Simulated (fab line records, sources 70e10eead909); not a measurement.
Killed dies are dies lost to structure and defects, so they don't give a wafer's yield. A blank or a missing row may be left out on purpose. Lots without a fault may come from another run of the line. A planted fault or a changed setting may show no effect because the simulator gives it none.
Which tool did it? | flow nand_harc | 24 lots, 72 wafers sampled, at 6 steps of a route of 1302

WHAT THE GAUGES READ, wafer by wafer
The record holds no reading of a measuring or inspecting step that can be judged against a usual standard deviation.

WHICH TOOL RAN EACH LOT (tool, then ch and the chambers of the sampled wafers, then the start)
lot  | NHARC_A_SGD_CUT_STRIP_28                      | NHARC_A_WL_FILL_STRIP_27             | NHARC_A_WL_FILL_STRIP_29           | NHARC_A_CONTACT_ETCH_112             | NHARC_A_CONTACT_ETCH_114             | NHARC_A_CONTACT_ETCH_115
L075 | rie_diel-05 ch 1,2,3, day 21 00:51 or earlier | plasma_asher-02 ch 0,1, day 21 00:51 | rie_diel-13 ch 0,2,3, day 21 14:13 | har_cap_etch-03 ch 0,1, day 22 04:35 | har_cap_etch-03 ch 0,1, day 22 04:56 | har_cap_etch-03 ch 0,1, day 22 05:06
L077 | rie_diel-09 ch 0,3, day 21 06:29 or earlier   | plasma_asher-02 ch 0,1, day 21 06:29 | rie_diel-10 ch 2,3, day 21 17:33   | har_cap_etch-03 ch 0,1, day 22 10:15 | har_cap_etch-03 ch 0,1, day 22 10:35 | har_cap_etch-03 ch 0,1, day 22 10:46
L076 | rie_diel-12 ch 1,2, day 20 10:40              | plasma_asher-01 ch 1, day 21 11:21   | rie_diel-08 ch 0,2,3, day 21 21:23 | har_cap_etch-01 ch 0,1, day 22 11:51 | har_cap_etch-01 ch 0,1, day 22 12:11 | har_cap_etch-01 ch 0,1, day 22 12:22
L074 | rie_diel-05 ch 0,1,2, day 20 10:40            | plasma_asher-01 ch 0,1, day 21 06:32 | rie_diel-08 ch 0,1,2, day 21 17:29 | har_cap_etch-02 ch 0,1, day 22 09:38 | har_cap_etch-02 ch 0,1, day 22 09:59 | har_cap_etch-02 ch 0,1, day 22 10:09
L078 | rie_diel-12 ch 0,1, day 21 22:29 or earlier   | plasma_asher-01 ch 0,1, day 21 22:29 | rie_diel-10 ch 0,1,3, day 22 09:42 | har_cap_etch-03 ch 0,1, day 23 01:43 | har_cap_etch-03 ch 0,1, day 23 02:10 | har_cap_etch-03 ch 0,1, day 23 02:23
L079 | rie_diel-09 ch 2,3, day 21 22:24 or earlier   | plasma_asher-02 ch 0,1, day 21 22:24 | rie_diel-13 ch 0,1,3, day 22 08:38 | har_cap_etch-01 ch 0,1, day 23 02:19 | har_cap_etch-01 ch 0,1, day 23 02:40 | har_cap_etch-01 ch 0,1, day 23 02:50
L080 | rie_diel-05 ch 1,2,3, day 22 18:35 or earlier | plasma_asher-02 ch 0,1, day 22 18:35 | rie_diel-08 ch 1,2, day 23 08:01   | har_cap_etch-03 ch 0,1, day 23 22:19 | har_cap_etch-03 ch 0,1, day 23 22:40 | har_cap_etch-03 ch 0,1, day 23 22:50
L081 | rie_diel-05 ch 0,3, day 23 20:22 or earlier   | plasma_asher-01 ch 0,1, day 23 20:22 | rie_diel-08 ch 0,1, day 24 05:55   | har_cap_etch-01 ch 0,1, day 24 20:38 | har_cap_etch-01 ch 0,1, day 24 21:14 | har_cap_etch-01 ch 0,1, day 24 21:32
L083 | rie_diel-09 ch 2,3, day 24 06:29 or earlier   | plasma_asher-02 ch 0,1, day 24 06:29 | rie_diel-13 ch 2,3, day 24 16:15   | har_cap_etch-03 ch 0,1, day 25 07:39 | har_cap_etch-03 ch 0,1, day 25 07:59 | har_cap_etch-03 ch 0,1, day 25 08:10
L082 | rie_diel-05 ch 1,3, day 24 06:10 or earlier   | plasma_asher-02 ch 0, day 24 06:10   | rie_diel-08 ch 0,2,3, day 24 16:18 | har_cap_etch-02 ch 0,1, day 25 06:46 | har_cap_etch-02 ch 0,1, day 25 07:07 | har_cap_etch-02 ch 0,1, day 25 07:17
L086 | rie_diel-09 ch 1,2,3, day 24 20:17 or earlier | plasma_asher-02 ch 0,1, day 24 20:17 | rie_diel-13 ch 0,2, day 25 05:55   | har_cap_etch-02 ch 0,1, day 25 23:52 | har_cap_etch-02 ch 0,1, day 26 00:12 | har_cap_etch-02 ch 0,1, day 26 00:22
L085 | rie_diel-05 ch 0,1,2, day 25 02:04 or earlier | plasma_asher-01 ch 0,1, day 25 02:04 | rie_diel-08 ch 2,3, day 25 13:43   | har_cap_etch-03 ch 0,1, day 26 04:58 | har_cap_etch-03 ch 0,1, day 26 05:19 | har_cap_etch-03 ch 0,1, day 26 05:29
L084 | rie_diel-05 ch 1,2, day 25 01:41 or earlier   | plasma_asher-02 ch 0,1, day 25 01:41 | rie_diel-13 ch 1,2,3, day 25 13:45 | har_cap_etch-01 ch 0,1, day 26 04:03 | har_cap_etch-01 ch 0,1, day 26 04:23 | har_cap_etch-01 ch 0,1, day 26 04:34
L087 | rie_diel-09 ch 0,1, day 26 06:17 or earlier   | plasma_asher-01 ch 0,1, day 26 06:17 | rie_diel-13 ch 0,1,3, day 26 17:00 | har_cap_etch-01 ch 0,1, day 27 10:14 | har_cap_etch-01 ch 0,1, day 27 10:34 | har_cap_etch-01 ch 0,1, day 27 10:44
L089 | rie_diel-09 ch 0,2,3, day 27 02:21 or earlier | plasma_asher-02 ch 0,1, day 27 02:21 | rie_diel-13 ch 1,2,3, day 27 12:26 | har_cap_etch-02 ch 0,1, day 28 03:12 | har_cap_etch-02 ch 0,1, day 28 03:32 | har_cap_etch-02 ch 0,1, day 28 03:43
L088 | rie_diel-05 ch 0,2,3, day 27 07:03 or earlier | plasma_asher-01 ch 0,1, day 27 07:03 | rie_diel-08 ch 1,2,3, day 27 16:40 | har_cap_etch-03 ch 0,1, day 28 07:21 | har_cap_etch-03 ch 0,1, day 28 07:49 | har_cap_etch-03 ch 0,1, day 28 08:02
L090 | rie_diel-09 ch 0,1,2, day 27 10:57 or earlier | plasma_asher-02 ch 0,1, day 27 10:57 | rie_diel-08 ch 1,2,3, day 27 20:35 | har_cap_etch-01 ch 0,1, day 28 11:04 | har_cap_etch-01 ch 0,1, day 28 11:24 | har_cap_etch-01 ch 0,1, day 28 11:35
L093 | rie_diel-05 ch 0,2, day 28 02:22 or earlier   | plasma_asher-01 ch 0,1, day 28 02:22 | rie_diel-08 ch 0,1,3, day 28 13:47 | har_cap_etch-03 ch 0,1, day 29 03:58 | har_cap_etch-03 ch 0,1, day 29 04:19 | har_cap_etch-03 ch 0,1, day 29 04:29
L092 | rie_diel-09 ch 0,1,3, day 28 02:13 or earlier | plasma_asher-02 ch 0,1, day 28 02:13 | rie_diel-13 ch 1,2,3, day 28 16:51 | har_cap_etch-01 ch 0,1, day 29 09:55 | har_cap_etch-01 ch 0,1, day 29 10:16 | har_cap_etch-01 ch 0,1, day 29 10:26
L094 | rie_diel-09 ch 2,3, day 28 06:14 or earlier   | plasma_asher-02 ch 0,1, day 28 06:14 | rie_diel-13 ch 1,2, day 28 13:44   | har_cap_etch-02 ch 0,1, day 29 04:14 | har_cap_etch-02 ch 0,1, day 29 04:34 | har_cap_etch-02 ch 0,1, day 29 04:44
L091 | rie_diel-05 ch 2,3, day 28 10:10 or earlier   | plasma_asher-01 ch 0,1, day 28 10:10 | rie_diel-08 ch 0,1,2, day 28 20:15 | har_cap_etch-02 ch 0,1, day 29 13:53 | har_cap_etch-02 ch 0,1, day 29 14:14 | har_cap_etch-02 ch 0,1, day 29 14:24
L095 | rie_diel-09 ch 0,1,2, day 29 09:19 or earlier | plasma_asher-02 ch 0,1, day 29 09:19 | rie_diel-08 ch 1,2, day 29 19:22   | har_cap_etch-02 ch 0,1, day 30 10:14 | har_cap_etch-02 ch 0,1, day 30 10:42 | har_cap_etch-02 ch 0,1, day 30 10:55
L097 | rie_diel-12 ch 0,1,3, day 30 06:34 or earlier | plasma_asher-02 ch 1, day 30 06:34   | rie_diel-08 ch 0,2, day 30 16:46   | har_cap_etch-03 ch 0,1, day 31 06:55 | har_cap_etch-03 ch 0,1, day 31 07:16 | har_cap_etch-03 ch 0,1, day 31 07:26
L096 | rie_diel-05 ch 0,1,2, day 30 09:47 or earlier | plasma_asher-02 ch 0,1, day 30 09:47 | rie_diel-08 ch 0,1,2, day 30 19:55 | har_cap_etch-01 ch 0,1, day 31 10:20 | har_cap_etch-01 ch 0,1, day 31 10:40 | har_cap_etch-01 ch 0,1, day 31 10:50
- NHARC_A_SGD_CUT_STRIP_28: strips in O2, time 20 s.
- NHARC_A_WL_FILL_STRIP_27: strips in N2/H2, time 20 s.
- NHARC_A_WL_FILL_STRIP_29: strips in O2, time 20 s.
- NHARC_A_CONTACT_ETCH_112: etches the open film in C4F8/O2/Ar, time 190 s, target depth 1850 nm.
- NHARC_A_CONTACT_ETCH_114: etches the open film in C4F8/O2/Ar, time 190 s, target depth 1850 nm.
- NHARC_A_CONTACT_ETCH_115: etches the open film in C4F8/O2/Ar, time 190 s, target depth 1850 nm.

WHAT THE TOOLS THEMSELVES READ (means of the sampled wafers that have a number; where no wafer has one, the mark that the record gives instead)
NHARC_A_SGD_CUT_STRIP_28. Usual: drypump_motor_current_A 5.7 A, standard deviation 0.5; oes_product_au 1.002 a.u., standard deviation 0.01; rf_vpp_V 57.7 V, standard deviation 0.88; showerhead_plenum_p_Torr 3.51 Torr, standard deviation 0.14; throttle_valve_pct 17.037 %, standard deviation 0.0085.
lot  | tool        | drypump_motor_current_A (A) | oes_product_au (a.u.) | rf_vpp_V (V) | showerhead_plenum_p_Torr (Torr) | throttle_valve_pct (%) | flag
L075 | rie_diel-05 | 5.2                         | 1.001                 | 57.9         | 3.51                            | 17.037                 |
L077 | rie_diel-09 | 6.1                         | 0.999                 | 56.9         | 3.35                            | 17.025                 |
L076 | rie_diel-12 | 5.5                         | 1.001                 | 57.4         | 3.63                            | 17.029                 |
L074 | rie_diel-05 | 5.4                         | 1.002                 | 58.5         | 3.52                            | 17.037                 |
L078 | rie_diel-12 | 5.5                         | 1.012                 | 58.1         | 3.45                            | 17.044                 |
L079 | rie_diel-09 | 6.4                         | 0.996                 | 57.6         | 3.54                            | 17.041                 |
L080 | rie_diel-05 | 5.2                         | 0.992                 | 58.9         | 3.51                            | 17.033                 |
L081 | rie_diel-05 | 5.0                         | 0.998                 | 58.4         | 3.40                            | 17.033                 |
L083 | rie_diel-09 | 6.5                         | 1.005                 | 58.6         | 3.54                            | 17.042                 |
L082 | rie_diel-05 | 5.1                         | 0.995                 | 56.8         | 3.41                            | 17.042                 |
L086 | rie_diel-09 | 6.3                         | 1.006                 | 58.3         | 3.54                            | 17.042                 |
L085 | rie_diel-05 | 5.4                         | 0.999                 | 57.5         | 3.52                            | 17.030                 |
L084 | rie_diel-05 | 5.4                         | 1.002                 | 56.7         | 3.52                            | 17.034                 |
L087 | rie_diel-09 | 5.8                         | 0.996                 | 57.6         | 3.48                            | 17.032                 |
L089 | rie_diel-09 | 6.2                         | 1.004                 | 57.4         | 3.45                            | 17.039                 |
L088 | rie_diel-05 | 5.1                         | 1.003                 | 56.8         | 3.50                            | 17.031                 |
L090 | rie_diel-09 | 6.1                         | 1.008                 | 57.6         | 3.57                            | 17.038                 |
L093 | rie_diel-05 | 5.3                         | 1.014                 | 57.5         | 3.52                            | 17.038                 |
L092 | rie_diel-09 | 6.0                         | 1.004                 | 57.6         | 3.45                            | 17.036                 |
L094 | rie_diel-09 | 6.4                         | 1.002                 | 58.3         | 3.53                            | 17.040                 |
L091 | rie_diel-05 | 5.0                         | 1.008                 | 57.6         | 3.49                            | 17.037                 |
L095 | rie_diel-09 | 6.1                         | 0.994                 | 57.3         | 3.56                            | 17.036                 |
L097 | rie_diel-12 | 5.6                         | 0.994                 | 57.2         | 3.45                            | 17.038                 |
L096 | rie_diel-05 | 5.4                         | 1.012                 | 57.6         | 3.52                            | 17.029                 |

NHARC_A_WL_FILL_STRIP_27. Usual: drypump_motor_current_A 5.7 A, standard deviation 0.45; heater_power_w 340 W, standard deviation 16.
lot  | tool            | drypump_motor_current_A (A) | heater_power_w (W) | flag
L075 | plasma_asher-02 | 5.5                         | 355                |
L077 | plasma_asher-02 | 5.3                         | 343                |
L076 | plasma_asher-01 | 6.3                         | 344                |
L074 | plasma_asher-01 | 6.1                         | 316                |
L078 | plasma_asher-01 | 6.1                         | 335                |
L079 | plasma_asher-02 | 5.3                         | 348                |
L080 | plasma_asher-02 | 5.5                         | 352                |
L081 | plasma_asher-01 | 6.2                         | 333                |
L083 | plasma_asher-02 | 5.3                         | 345                |
L082 | plasma_asher-02 | 5.7                         | 364                |
L086 | plasma_asher-02 | 5.5                         | 357                |
L085 | plasma_asher-01 | 6.1                         | 331                |
L084 | plasma_asher-02 | 5.5                         | 362                |
L087 | plasma_asher-01 | 6.1                         | 330                |
L089 | plasma_asher-02 | 5.3                         | 346                |
L088 | plasma_asher-01 | 6.1                         | 330                |
L090 | plasma_asher-02 | 5.3                         | 342                |
L093 | plasma_asher-01 | 6.2                         | 329                |
L092 | plasma_asher-02 | 5.2                         | 339                |
L094 | plasma_asher-02 | 5.5                         | 342                |
L091 | plasma_asher-01 | 6.2                         | 330                |
L095 | plasma_asher-02 | 5.3                         | 343                |
L097 | plasma_asher-02 | 5.0                         | 338                |
L096 | plasma_asher-02 | 5.5                         | 346                |

NHARC_A_WL_FILL_STRIP_29. Usual: drypump_motor_current_A 5.9 A, standard deviation 0.47; oes_product_au 0.997 a.u., standard deviation 0.0089; rf_vpp_V 57.9 V, standard deviation 0.86; showerhead_plenum_p_Torr 3.60 Torr, standard deviation 0.074; throttle_valve_pct 17.037 %, standard deviation 0.0094.
lot  | tool        | drypump_motor_current_A (A) | oes_product_au (a.u.) | rf_vpp_V (V) | showerhead_plenum_p_Torr (Torr) | throttle_valve_pct (%) | flag
L075 | rie_diel-13 | 6.0                         | 1.001                 | 58.3         | 3.59                            | 17.033                 |
L077 | rie_diel-10 | 6.2                         | 0.993                 | 57.8         | 3.65                            | 17.035                 |
L076 | rie_diel-08 | 5.8                         | 1.002                 | 57.3         | 3.56                            | 17.033                 |
L074 | rie_diel-08 | 6.0                         | 1.005                 | 58.1         | 3.63                            | 17.048                 |
L078 | rie_diel-10 | 5.9                         | 0.996                 | 58.2         | 3.55                            | 17.041                 |
L079 | rie_diel-13 | 6.1                         | 0.996                 | 58.4         | 3.60                            | 17.046                 |
L080 | rie_diel-08 | 5.6                         | 1.000                 | 58.4         | 3.63                            | 17.038                 |
L081 | rie_diel-08 | 6.4                         | 1.010                 | 58.2         | 3.63                            | 17.040                 |
L083 | rie_diel-13 | 5.9                         | 0.997                 | 57.9         | 3.62                            | 17.031                 |
L082 | rie_diel-08 | 5.8                         | 0.992                 | 58.0         | 3.56                            | 17.034                 |
L086 | rie_diel-13 | 6.1                         | 1.001                 | 57.6         | 3.57                            | 17.046                 |
L085 | rie_diel-08 | 5.4                         | 0.998                 | 58.2         | 3.56                            | 17.025                 |
L084 | rie_diel-13 | 5.7                         | 0.988                 | 59.0         | 3.63                            | 17.038                 |
L087 | rie_diel-13 | 6.0                         | 0.990                 | 58.3         | 3.60                            | 17.040                 |
L089 | rie_diel-13 | 5.7                         | 1.007                 | 58.3         | 3.63                            | 17.033                 |
L088 | rie_diel-08 | 5.6                         | 0.989                 | 57.7         | 3.62                            | 17.031                 |
L090 | rie_diel-08 | 5.6                         | 0.996                 | 58.3         | 3.62                            | 17.037                 |
L093 | rie_diel-08 | 6.0                         | 0.997                 | 57.4         | 3.62                            | 17.029                 |
L092 | rie_diel-13 | 5.7                         | 0.994                 | 56.9         | 3.63                            | 17.042                 |
L094 | rie_diel-13 | 5.5                         | 0.996                 | 58.0         | 3.63                            | 17.041                 |
L091 | rie_diel-08 | 6.0                         | 1.005                 | 57.8         | 3.63                            | 17.040                 |
L095 | rie_diel-08 | 5.6                         | 1.005                 | 58.2         | 3.62                            | 17.052                 |
L097 | rie_diel-08 | 5.8                         | 0.992                 | 57.6         | 3.56                            | 17.029                 |
L096 | rie_diel-08 | 6.0                         | 0.992                 | 58.2         | 3.63                            | 17.035                 |

THE ANSWER, worked out from the rows above alone
Rule: a lot is off if the mean of its wafers that have a number lies more than 3 standard deviations from the usual mean. A lot without any number at a reading at which 4 lots or more have one is off too. The other lots that the step has rows for count as sound. The gauges are gone through in route order, then the tools' own readings, and for those a lot's mean is taken as printed above. The first step at which some lot is off is used, and at that step the reading that is off furthest; a lot without a number counts as furthest.
No lot is off at any reading shown: from this, nothing can be told.

WHAT THE SIMULATOR HAD PUT IN
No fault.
